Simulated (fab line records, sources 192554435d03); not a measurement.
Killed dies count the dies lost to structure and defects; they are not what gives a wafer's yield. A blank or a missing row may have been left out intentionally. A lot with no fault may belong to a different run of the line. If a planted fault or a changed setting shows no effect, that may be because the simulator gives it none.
Chamber matching :: flow n5 finfet :: N5_BEOL_M6_STRIP_67 on rie diel-04: 4 sister chambers
The step strips in CF4. 4 wafers are shown with their chamber, then 12 later ones without.

WAFERS PAIRED WITH THEIR CHAMBERS
wafer: L084.5
chamber: 3
drypump motor current A (A): 5.6

wafer: L088.1
chamber: 1
drypump motor current A (A): 5.8

wafer: L088.3
chamber: 2
drypump motor current A (A): 4.7

wafer: L088.4
chamber: 0
drypump motor current A (A): 5.6

WAFERS WITH NO CHAMBER GIVEN
wafer: L089.1
drypump motor current A (A): 5.5

wafer: L089.2
drypump motor current A (A): 5.7

wafer: L089.6
drypump motor current A (A): 4.7

wafer: L090.1
drypump motor current A (A): 5.8

wafer: L090.2
drypump motor current A (A): 5.6

wafer: L090.4
drypump motor current A (A): 5.5

wafer: L093.1
drypump motor current A (A): 5.6

wafer: L093.2
drypump motor current A (A): 5.5

wafer: L093.5
drypump motor current A (A): 4.8

wafer: L092.1
drypump motor current A (A): 4.7

wafer: L092.3
drypump motor current A (A): 5.7

wafer: L092.4
drypump motor current A (A): 5.6

THE CHAMBER EACH PASSED THROUGH
wafer: L089.1
from the rows above: can't be placed: 0 or 3
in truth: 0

wafer: L089.2
from the rows above: can't be placed: 1 or 0 or 3
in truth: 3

wafer: L089.6
from the rows above: 2
in truth: 2

wafer: L090.1
from the rows above: 1
in truth: 1

wafer: L090.2
from the rows above: can't be placed: 0 or 3
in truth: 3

wafer: L090.4
from the rows above: can't be placed: 0 or 3
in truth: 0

wafer: L093.1
from the rows above: can't be placed: 0 or 3
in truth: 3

wafer: L093.2
from the rows above: can't be placed: 0 or 3
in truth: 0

wafer: L093.5
from the rows above: 2
in truth: 2

wafer: L092.1
from the rows above: 2
in truth: 2

wafer: L092.3
from the rows above: can't be placed: 1 or 0 or 3
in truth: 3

wafer: L092.4
from the rows above: can't be placed: 0 or 3
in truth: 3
Placed correctly: 4 of 12. Not placeable from these rows: 8 (in 8, the candidates include the true chamber). Wrongly placed: 0.
How it was worked out, from the rows above alone: a wafer's distance from a chamber is the root of the sum, over the readings, of the square of ((its reading less the chamber's mean) divided by the reading's scatter). If the next closest chamber is less than 2 further off than the closest, the wafer can't be placed; otherwise it belongs to the closest. The mean given for a chamber averages the wafers shown for that chamber. The scatter: with one shown wafer a chamber, the root of the mean of the squares of how far each hidden wafer lies from its nearest shown one.
